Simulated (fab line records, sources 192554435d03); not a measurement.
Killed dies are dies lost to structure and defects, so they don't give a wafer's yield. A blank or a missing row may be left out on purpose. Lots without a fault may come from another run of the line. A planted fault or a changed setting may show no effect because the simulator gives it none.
Problem report in the 8D (eight disciplines) form, filled by code | flow n5_finfet | the parts of the form that need people (team, actions taken, sign-off) are left out

1. THE PROBLEM
spin_speed_rpm at N5_BEOL_M11_COAT_63 reads a mean of 1454.0 rpm on 6 wafers of 2 lots; wafers without a fault read 1499.9 rpm with a standard deviation of 1. That is -46 standard deviations from the usual mean.
The step: time 60 s, resist thk 100 nm.
First seen on wafer L904.1, day 15 09:35, on litho_track-02. The record holds 12 wafers of 4 lots with a number at this step. Rule for "out", or "out of limits": more than 4 standard deviations from the usual mean. The other wafers with a number count as sound.

2. WHAT IT IS AND WHAT IT IS NOT
question                    | is                     | is not
which readings at this step | spin_speed_rpm         | -
which lots                  | L901, L904             | L909, L916
which wafers of those lots  | all that have a number | -
read on which tools         | litho_track-02         | litho_track-01
when                        | from day 15 09:35      | up to then (0 sound wafers); but 6 sound wafers of L909, L916 came after

3. SUSPECTS, AND WHAT RULES EACH OUT
Counting: a tool at a process step up to the reading stays a suspect if it ran every lot that is out and no sound lot after the first of them.
- litho_track-02 at N5_BEOL_M11_COAT_63 (time 60 s, resist thk 100 nm): ruled out as a lasting fault. Sound lots L909 ran on it after its first lot that is out, L904 (day 15 09:35).
Left after counting: nothing in the record.

4. THE CAUSE (what the simulator had put in)
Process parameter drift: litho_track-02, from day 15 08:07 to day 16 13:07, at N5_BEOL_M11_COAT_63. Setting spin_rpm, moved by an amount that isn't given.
Counting ruled it out, wrongly.

5. THE CHAIN OF EFFECTS, in route order
Each row: a reading whose mean over the struck wafers that have a number lies more than 3 standard deviations from the usual. Only readings for which the record gives a usual standard deviation are gone through. hours: the time from each lot's start at the first step in this table that gives one to its start at this step, as a median over the lots. sigmas: the change in usual standard deviations.
hours | step                | reading        | usual      | on struck wafers | change | sigmas
0     | N5_BEOL_M11_COAT_63 | spin_speed_rpm | 1499.9 rpm | 1454.0           | -45.9  | -46
The process steps in it:
- N5_BEOL_M11_COAT_63: time 60 s, resist thk 100 nm.

6. WHAT WOULD HAVE CAUGHT IT SOONER
In this record the first reading out of limits was taken at day 15 09:35, 1 hour after the fault began at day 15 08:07.
